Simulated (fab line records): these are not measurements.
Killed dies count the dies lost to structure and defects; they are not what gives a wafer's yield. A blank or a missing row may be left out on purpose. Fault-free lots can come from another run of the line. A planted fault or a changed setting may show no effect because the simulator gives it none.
fab line records	flow n5_finfet
record lots=6	wafers=18	last_day=18
route steps=1938 shown FIN_CUT@165 BEOL_M4@1111
lots that met no fault: taken from a fault-free run of the same line
start_h: the number of hours between the record's first day and the start of the first shown wafer of the lot	wait_h: hours elapsed since this lot's preceding step	" unchanged from the row above	L1.1+2: one row covering several wafers at once	- value missing, or start not given	* or withheld: withheld	< > ~ a bound
route shown NAME@n: a module of which the file shows steps, and the number in the route of the first	usual: mean/standard deviation taken from wafers without a fault	same: alike in all rows	chamber/n: place in a boat	sites: per-site readings	_std_site: how widely they spread, as a standard deviation	_edge_site: inner sites' mean taken away from outer sites' mean	radius_mm: how far each site lies from the wafer's centre	mask NAME#n: copy n	behind: the tool/chamber that last shaped the wafer	hold: reason for holding the lot/hours on hold/outcome of the hold	device: the n, p or np transistor that did not switch	end of line: the same wafers' tests at the end of the route	where a step has no rows: the recipe by itself	killed: dies that structure and defects cost at the first sort, which is not the same as the wafer's yield	map: a wafer's dies, marking killed ones x, the rest . and places with no die _
set.NAME: the setting that was run; set.NAME@STEP: the one run at that earlier step	model.NAME: the simulator's own value behind a step, which no gauge read
lots at selected steps of the route; one table per step, one row per wafer
services: from which hour (start_h, from the record's first day; less than 0 if before it) a tool's chamber was out of use, for how many hours, and why
## steps
# step N5_FIN_CUT_INSPECT_10
# recipe mode=adi	inspect_instrument=brightfield
# usual raw_defect_count=40/10
lot.wafer	tool	chamber	start_h	wait_h	raw_defect_count
L816.1	defect_inspect-01	-	39.28	0.1	37
L816.2	"	-	"	"	31
L816.4	"	-	"	"	44
L823.1	defect_inspect-02	-	81.68	0.1	50
L823.2	"	-	"	"	38
L823.5	"	-	"	"	35
L827.2	defect_inspect-01	-	105.81	0.0	44
L827.3	"	-	"	"	41
L827.6	"	-	"	"	16
L828.2	defect_inspect-01	-	113.37	0.0	42
L828.4	"	-	"	"	49
L828.5	"	-	"	"	50
L834.1	defect_inspect-02	-	146.67	0.1	47
L834.2	"	-	"	"	19
L834.6	"	-	"	"	34
L837.1	defect_inspect-01	-	165.33	0.1	35
L837.4	"	-	"	"	53
L837.6	"	-	"	"	35
# step N5_FIN_CUT_DESCUM_13
# recipe chemistry=O2	time_s=7	source_power_w=50	bias_power_w=20	pressure_mtorr=20	rf_frequency_hz=2.712e+07	temp_c=40	resist=CAR-EUV	o2_flow_sccm=225
# step N5_FIN_CUT_ETCH_30
# recipe chemistry=N2/H2	target=underlayer	target_depth_a=130	mask_material=CAR-EUV	time_s=10.4	ion_energy_ev=200	pressure_mtorr=30	source_w=840	bias_w=150	n2_flow_sccm=200	h2_flow_sccm=200	ends=cleared
# step N5_FIN_CUT_ETCH_20
# recipe chemistry=CF4	target=SiARC	target_depth_a=260	mask_material=CAR-EUV	time_s=43.3	ion_energy_ev=80	pressure_mtorr=40	source_w=545	bias_w=36	Ar_flow_sccm=100	cf4_flow_sccm=100	ends=cleared
# step N5_FIN_CUT_ETCH_21
# recipe chemistry=N2/H2	target=SOC	target_depth_a=2190	overetch_a=438	mask_material=SiARC	temp_c=40	ion_energy_ev=100	bias_w=61	time_s=523.5	pressure_mtorr=30	source_w=850	n2_flow_sccm=200	h2_flow_sccm=200
# step N5_FIN_CUT_STRIP_23
# recipe chemistry=N2/H2	temp_c=40	n2_flow_sccm=200	h2_flow_sccm=200	rf_frequency_hz=6e+07
# step N5_FIN_CUT_STRIP_31
# recipe chemistry=N2/H2	temp_c=40	n2_flow_sccm=200	h2_flow_sccm=200	rf_frequency_hz=6e+07
# step N5_FIN_CUT_STRIP_24
# recipe chemistry=CF4	resist=SiARC	power_w=300	bias_power_w=75	pressure_mtorr=50	cf4_flow_sccm=150	rf_frequency_hz=6e+07
# step N5_FIN_CUT_CUT_ETCH_26
# recipe chemistry=CH3F/O2	target=SiNx	target_depth_a=390	mask_material=SOC	time_s=55.7	pressure_mtorr=30	source_w=395	bias_w=73	Ar_flow_sccm=150	CH3F_flow_sccm=30	O2_flow_sccm=20	ion_energy_ev=120
# usual CH3F_flow_sccm=30.01/0.088	bias_w=73.03/0.23	drypump_motor_current_A=5.78/0.26	oes_product_au=0.80/0.089	rf_vpp_V=298/4.5	showerhead_plenum_p_Torr=2.02/0.06	throttle_valve_pct=16.30/0.24
lot.wafer	tool	chamber	start_h	wait_h	CH3F_flow_sccm	bias_w	drypump_motor_current_A	oes_product_au	rf_hours_counter_h	rf_vpp_V	showerhead_plenum_p_Torr	throttle_valve_pct
L816.1	rie_diel-06	3	39.75	0.0	30.07	73.26	5.86	0.95	8	295	1.96	15.87
L816.2	"	0	"	"	30.03	73.18	6.10	0.74	169	291	2.01	16.51
L816.4	"	2	"	"	30.01	73.20	5.82	0.80	123	304	2.00	16.39
L823.1	rie_diel-06	1	82.15	0.0	30.11	72.78	5.41	0.79	123	297	2.08	16.31
L823.2	"	0	"	"	29.98	73.07	6.08	0.73	185	292	2.00	16.56
L823.5	"	1	"	"	30.00	72.82	5.41	0.79	-	296	2.08	16.30
L827.2	rie_diel-06	0	106.28	0.0	29.89	72.97	6.09	0.73	187	290	2.00	16.54
L827.3	"	2	"	"	29.84	72.90	5.82	0.76	144	302	1.99	16.45
L827.6	"	2	"	"	30.05	73.39	5.84	0.77	-	304	1.99	16.43
L828.2	rie_diel-05	0	113.84	0.0	30.11	72.80	5.60	0.68	237	306	2.05	16.25
L828.4	"	3	"	"	29.92	73.21	5.64	0.98	2	299	2.04	16.18
L828.5	"	3	"	"	29.94	72.87	5.64	0.98	-	299	2.04	16.17
L834.1	rie_diel-05	1	147.15	0.0	30.03	72.70	5.92	0.72	196	300	2.07	16.68
L834.2	"	0	"	"	29.89	73.06	5.61	0.67	247	305	2.05	16.28
L834.6	"	3	"	"	29.98	73.26	5.64	0.94	-	297	2.04	16.19
L837.1	rie_diel-05	1	165.80	0.0	29.91	73.02	5.90	0.70	203	298	2.07	16.72
L837.4	"	2	"	"	30.12	73.06	6.03	0.70	-	290	1.90	16.65
L837.6	"	1	"	"	29.93	73.42	5.92	0.70	-	299	2.07	16.71
# step N5_FIN_CUT_CUT_ETCH_27
# recipe chemistry=CHF3/O2	target=SiO2	target_depth_a=40	mask_material=SOC	overetch_a=20	time_s=4.9	pressure_mtorr=30	source_w=650	bias_w=170	Ar_flow_sccm=200	CHF3_flow_sccm=50	O2_flow_sccm=5	ion_energy_ev=200
# usual bias_w=170.0/0.48	drypump_motor_current_A=5.78/0.27	oes_product_au=0.63/0.067	rf_vpp_V=524/7.7	showerhead_plenum_p_Torr=2.44/0.069	throttle_valve_pct=18.76/0.25
lot.wafer	tool	chamber	start_h	wait_h	bias_w	drypump_motor_current_A	oes_product_au	rf_hours_counter_h	rf_vpp_V	showerhead_plenum_p_Torr	throttle_valve_pct
L816.1	rie_diel-06	3	39.80	0.0	170.2	5.85	0.75	8	517	2.36	18.34
L816.2	"	0	"	"	170.1	6.11	0.58	169	514	2.42	18.99
L816.4	"	2	"	"	170.2	5.81	0.61	123	533	2.41	18.89
L823.1	rie_diel-06	1	82.20	0.0	169.9	5.42	0.62	123	525	2.50	18.76
L823.2	"	0	"	"	169.7	6.11	0.58	185	513	2.41	19.00
L823.5	"	1	"	"	169.9	5.42	0.62	-	524	2.50	18.75
L827.2	rie_diel-06	0	106.32	0.0	170.5	6.09	0.58	187	513	2.41	19.02
L827.3	"	2	"	"	169.7	5.83	0.60	144	535	2.40	18.92
L827.6	"	2	"	"	169.4	5.85	0.61	-	533	2.40	18.89
L828.2	rie_diel-05	0	113.88	0.0	169.8	5.62	0.54	237	538	2.47	18.71
L828.4	"	3	"	"	170.7	5.64	0.76	2	525	2.46	18.69
L828.5	"	3	"	"	170.3	5.63	0.76	-	528	2.46	18.70
L834.1	rie_diel-05	1	147.19	0.0	169.9	5.93	0.56	196	527	2.50	19.17
L834.2	"	0	"	"	169.9	5.61	0.53	247	538	2.47	18.69
L834.6	"	3	"	"	170.4	5.62	0.72	-	526	2.46	18.70
L837.1	rie_diel-05	1	165.85	0.0	171.2	5.94	0.55	203	528	2.50	19.20
L837.4	"	2	"	"	170.1	6.03	0.56	-	511	2.30	19.14
L837.6	"	1	"	"	170.9	5.93	0.55	-	527	2.50	19.20
# step N5_FIN_CUT_PRECLEAN_35
# recipe time_s=13.3	temp_c=45	pressure_torr=125	p_hf_torr=3	p_coreactant_torr=25	chemistry=vHF
# usual drypump_motor_current_A=5.85/0.22
lot.wafer	tool	chamber	start_h	wait_h	drypump_motor_current_A
L816.1	vapor_etch-02	0	39.86	0.0	5.88
L816.2	"	1	"	"	5.37
L816.4	"	1	"	"	5.37
L823.1	vapor_etch-01	1	82.27	0.0	5.99
L823.2	"	0	"	"	5.92
L823.5	"	0	"	"	5.87
L827.2	vapor_etch-01	0	106.40	0.1	5.87
L827.3	"	1	"	"	6.04
L827.6	"	0	"	"	5.86
L828.2	vapor_etch-01	1	114.01	0.1	6.01
L828.4	"	1	"	"	6.02
L828.5	"	1	"	"	6.00
L834.1	vapor_etch-01	1	147.26	0.0	6.03
L834.2	"	0	"	"	5.94
L834.6	"	1	"	"	5.97
L837.1	vapor_etch-02	0	165.91	0.0	5.91
L837.4	"	0	"	"	5.89
L837.6	"	1	"	"	5.36
# step N5_FIN_CUT_CUT_ETCH_15
# recipe chemistry=HBr/Cl2/O2	target=Si	target_depth_a=1000	bt_time_s=10	mask_material=SOC	time_s=42.4	ion_energy_ev=*	bias_w=*	pressure_mtorr=10	icp_w=800	HBr_flow_sccm=150	Cl2_flow_sccm=80	O2_flow_sccm=12
# usual HBr_flow_sccm=150.0/0.5	bias_w=*	drypump_motor_current_A=5.7/0.5	mfc_cl2_sccm=80.01/0.22	oes_product_au=1.003/0.017	throttle_valve_pct=37.15/0.2
lot.wafer	tool	chamber	start_h	wait_h	HBr_flow_sccm	bias_w	drypump_motor_current_A	mfc_cl2_sccm	oes_product_au	rf_hours_counter_h	throttle_valve_pct
L816.1	rie_si-03	2	39.95	0.1	150.6	*	5.5	79.84	1.005	158	37.48
L816.2	"	0	"	"	150.9	*	4.7	80.03	1.012	11	37.17
L816.4	"	1	"	"	151.0	*	5.2	79.68	0.995	3	37.35
L823.1	rie_si-02	3	82.35	0.1	149.2	*	6.0	80.17	0.975	130	37.39
L823.2	"	1	"	"	149.8	*	6.4	80.09	1.023	41	37.34
L823.5	"	2	"	"	149.8	*	5.4	79.94	0.995	-	37.05
L827.2	rie_si-03	0	106.48	0.1	150.3	*	4.7	80.05	1.007	12	37.17
L827.3	"	1	"	"	150.0	*	5.2	79.85	0.998	4	37.36
L827.6	"	3	"	"	149.9	*	6.1	80.03	0.977	-	36.98
L828.2	rie_si-03	0	114.13	0.1	149.7	*	4.7	80.03	1.012	12	37.17
L828.4	"	3	"	"	149.3	*	6.1	80.20	0.986	104	36.95
L828.5	"	0	"	"	149.9	*	4.7	80.10	1.017	-	37.15
L834.1	rie_si-01	0	147.34	0.1	150.3	*	6.1	79.76	1.022	150	37.13
L834.2	"	2	"	"	149.3	*	5.8	80.15	0.988	0	37.15
L834.6	"	0	"	"	149.5	*	6.1	79.70	1.029	-	37.13
L837.1	rie_si-02	1	165.99	0.1	150.6	*	6.4	80.02	1.017	42	37.36
L837.4	"	2	"	"	150.2	*	5.4	79.92	0.996	5	37.06
L837.6	"	0	"	"	150.4	*	5.5	79.94	1.002	-	36.85
# step N5_FIN_CUT_CUT_ETCH_28
# recipe chemistry=HBr/Cl2/O2	target=Si	target_depth_a=60	mask_material=SOC	time_s=2.4	ion_energy_ev=*	bias_w=*	pressure_mtorr=10	icp_w=800	HBr_flow_sccm=150	Cl2_flow_sccm=80	O2_flow_sccm=12
# usual HBr_flow_sccm=150.0/0.48	bias_w=*	drypump_motor_current_A=5.7/0.5	mfc_cl2_sccm=80.01/0.26	oes_product_au=1.003/0.016	throttle_valve_pct=37.15/0.21
lot.wafer	tool	chamber	start_h	wait_h	HBr_flow_sccm	bias_w	drypump_motor_current_A	mfc_cl2_sccm	oes_product_au	rf_hours_counter_h	throttle_valve_pct	model.etch.depth_nm
L816.1	rie_si-03	2	40.00	0.0	149.9	*	5.5	80.24	1.001	158	37.46	6.075
L816.2	"	0	"	"	149.8	*	4.7	79.98	1.015	11	37.16	5.984
L816.4	"	1	"	"	149.9	*	5.2	80.37	0.994	3	37.33	5.92
L823.1	rie_si-02	3	82.40	0.0	149.5	*	5.9	80.58	0.976	130	37.39	6.04
L823.2	"	1	"	"	150.2	*	6.4	79.94	1.020	41	37.35	5.985
L823.5	"	2	"	"	149.7	*	5.4	80.21	0.987	-	37.05	5.976
L827.2	rie_si-03	0	106.53	0.0	149.5	*	4.7	79.86	1.041	12	37.15	8.405
L827.3	"	1	"	"	150.2	*	5.2	80.08	1.035	4	37.32	8.376
L827.6	"	3	"	"	150.8	*	6.1	79.94	1.027	-	36.96	8.51
L828.2	rie_si-03	0	114.18	0.0	150.0	*	4.7	80.19	1.045	12	37.15	8.405
L828.4	"	3	"	"	150.8	*	6.1	80.07	1.021	104	36.94	8.38
L828.5	"	0	"	"	149.5	*	4.7	80.36	1.046	-	37.14	8.465
L834.1	rie_si-01	0	147.39	0.0	149.5	*	6.1	80.29	1.028	150	37.13	5.945
L834.2	"	2	"	"	149.4	*	5.8	80.33	1.006	0	37.16	6.121
L834.6	"	0	"	"	150.4	*	6.2	79.76	1.024	-	37.12	5.948
L837.1	rie_si-02	1	166.05	0.0	150.4	*	6.4	79.84	1.017	42	37.36	6.007
L837.4	"	2	"	"	149.4	*	5.4	80.07	0.983	5	37.06	5.918
L837.6	"	0	"	"	150.8	*	5.6	80.23	0.996	-	36.86	5.951
# step N5_FIN_CUT_STRIP_22
# recipe chemistry=N2/H2	power_w=500	temp_c=40	pressure_mtorr=50	rf_frequency_hz=6e+07	overash_fraction=0.3	bias_power_w=8	h2_frac=0.5	n2_flow_sccm=300	h2_flow_sccm=300
# usual drypump_motor_current_A=5.80/0.27	oes_product_au=0.80/0.092	rf_vpp_V=53.8/2.2	showerhead_plenum_p_Torr=3.41/0.1	throttle_valve_pct=19.0/0.48
lot.wafer	tool	chamber	start_h	wait_h	drypump_motor_current_A	oes_product_au	rf_hours_counter_h	rf_vpp_V	showerhead_plenum_p_Torr	throttle_valve_pct
L816.1	rie_diel-06	0	40.14	0.1	6.11	0.75	169	55.2	3.33	18.7
L816.2	"	3	"	"	5.84	0.98	8	52.1	3.29	18.0
L816.4	"	2	"	"	5.86	0.80	123	54.5	3.39	19.5
L823.1	rie_diel-06	2	82.47	0.0	5.85	0.78	137	54.3	3.38	19.5
L823.2	"	1	"	"	5.42	0.81	123	55.4	3.51	19.5
L823.5	"	1	"	"	5.44	0.78	-	55.3	3.51	19.5
L827.2	rie_diel-03	3	106.60	0.0	5.47	0.82	96	52.0	3.28	19.4
L827.3	"	0	"	"	5.67	0.99	11	53.0	3.46	19.7
L827.6	"	3	"	"	5.47	0.82	-	51.5	3.28	19.4
L828.2	rie_diel-06	3	114.25	0.0	5.86	0.91	33	51.2	3.27	18.1
L828.4	"	1	"	"	5.44	0.77	135	54.7	3.50	19.5
L828.5	"	3	"	"	5.84	0.88	-	51.8	3.27	18.0
L834.1	rie_diel-03	1	147.46	0.0	6.35	0.74	153	50.9	3.49	18.6
L834.2	"	3	"	"	5.50	0.81	109	52.1	3.28	19.3
L834.6	"	1	"	"	6.35	0.74	-	57.4	3.50	18.6
L837.1	rie_diel-03	2	166.12	0.0	5.73	0.91	43	49.6	3.55	18.5
L837.4	"	1	"	"	6.35	0.73	159	51.1	3.49	18.6
L837.6	"	0	"	"	5.62	0.93	-	57.6	3.45	19.7
# step N5_BEOL_M4_RC_MEAS_101
# usual DIBL_N=36.0/2	DIBL_P=36.2/2.2	IOFF_N=0.16/0.034	IOFF_P=0.21/0.04	ION_N=675/12	ION_P=463/7.2	SS_N=71.6/0.6	SS_P=73.3/0.67	VT_N=250/3	VT_P=-251/3.4
lot.wafer	tool	chamber	start_h	wait_h	DIBL_N[mV/V]	DIBL_P[mV/V]	IOFF_N[nA/um]	IOFF_P[nA/um]	ION_N[uA/um]	ION_P[uA/um]	SS_N[mV/dec]	SS_P[mV/dec]	VT_N[mV]	VT_P[mV]
L816.1	prober-02	0	188.48	0.0	37.3	39.8	0.17	0.23	673	459	72.2	74.6	248	-251
L816.2	"	0	"	"	32.4	33.9	0.11	0.15	654	451	70.4	72.4	255	-255
L816.4	"	0	"	"	35.2	36.3	0.13	0.17	666	455	71.1	73.4	255	-253
L823.1	prober-01	0	227.43	0.0	34.9	35.0	0.15	0.20	684	469	71.0	72.5	249	-249
L823.2	"	0	"	"	33.0	31.9	0.10	0.15	662	456	70.6	72.3	255	-254
L823.5	"	0	"	"	32.8	32.2	0.11	0.17	664	460	70.4	72.1	255	-251
L827.2	prober-01	0	249.96	0.2	36.4	38.3	0.19	0.25	688	469	72.0	73.2	247	-248
L827.3	"	0	"	"	35.9	37.2	0.17	0.23	676	468	71.1	72.7	250	-248
L827.6	"	0	"	"	35.6	37.1	0.17	0.23	680	470	71.5	73.5	247	-246
L828.2	prober-02	0	269.01	0.2	33.2	33.3	0.11	0.18	672	471	71.9	72.3	255	-252
L828.4	"	0	"	"	33.6	34.0	0.11	0.18	659	464	70.6	72.9	254	-250
L828.5	"	0	"	"	34.7	34.8	0.13	0.19	663	464	71.6	73.6	253	-254
L834.1	prober-02	0	308.93	0.0	38.3	37.7	0.18	0.22	672	460	71.9	73.9	252	-249
L834.2	"	0	"	"	36.7	36.8	0.16	0.21	687	472	72.0	73.7	250	-248
L834.6	"	0	"	"	37.5	37.7	0.17	0.23	670	466	72.0	74.0	253	-251
L837.1	prober-01	0	316.99	0.0	34.8	34.2	0.13	0.17	674	461	71.5	73.4	254	-253
L837.4	"	0	"	"	34.8	34.1	0.13	0.18	665	458	71.5	73.5	253	-253
L837.6	"	0	"	"	36.5	36.2	0.16	0.20	680	463	71.9	74.2	252	-252
## services
tool	chamber	start_h	hours	kind
rie_si-01	1	27.19	1.2	repair
rie_diel-05	2	35.38	8.6	repair
rie_si-02	-	42.19	3.0	repair
rie_diel-05	-	46.87	0.3	repair
vapor_etch-02	-	57.66	0.5	repair
rie_diel-05	2	72.79	5.3	repair
rie_si-03	-	82.09	16.0	repair
rie_diel-05	3	85.04	-	clean
rie_diel-05	3	85.04	-	consumable_replace:focus_ring
rie_diel-05	3	85.04	23.4	scheduled_down
rie_diel-05	3	85.04	23.4	vent_cycle
rie_diel-06	0	85.75	15.1	repair
rie_diel-06	2	92.67	2.6	repair
rie_si-03	-	104.03	0.5	repair
rie_si-03	0	107.02	1.7	repair
vapor_etch-01	0	112.75	10.5	repair
rie_si-02	1	118.40	3.7	repair
rie_diel-03	2	120.54	4.1	repair
rie_si-01	0	123.44	7.7	repair
rie_si-03	1	148.49	7.6	repair
rie_diel-05	0	154.46	-	clean
rie_diel-05	0	154.46	-	consumable_replace:focus_ring
rie_diel-03	-	157.42	0.6	repair
rie_si-02	0	159.43	1.8	repair
## key
first_sign step=N5_FIN_CUT_CUT_ETCH_28	reading=oes_product_au	direction=up	sigmas=2	usual=1.003	struck=1.036
effect none on later readings
model_effect step=N5_FIN_CUT_CUT_ETCH_28	value=etch.depth_nm	without=6.002	struck=8.424
met_at N5_FIN_CUT_CUT_ETCH_28
struck_wafers L827.2,L827.3,L827.6,L828.2,L828.4,L828.5
onset_between 40.00 106.53
also_fits N5_FIN_CUT_CUT_ETCH_15:rie_si-03
fault kind=process_parameter_drift	tool=rie_si-03	chamber=-	onset_h=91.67	steps=N5_FIN_CUT_CUT_ETCH_28	channel=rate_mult	offset=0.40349	shape=step	end_h=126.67
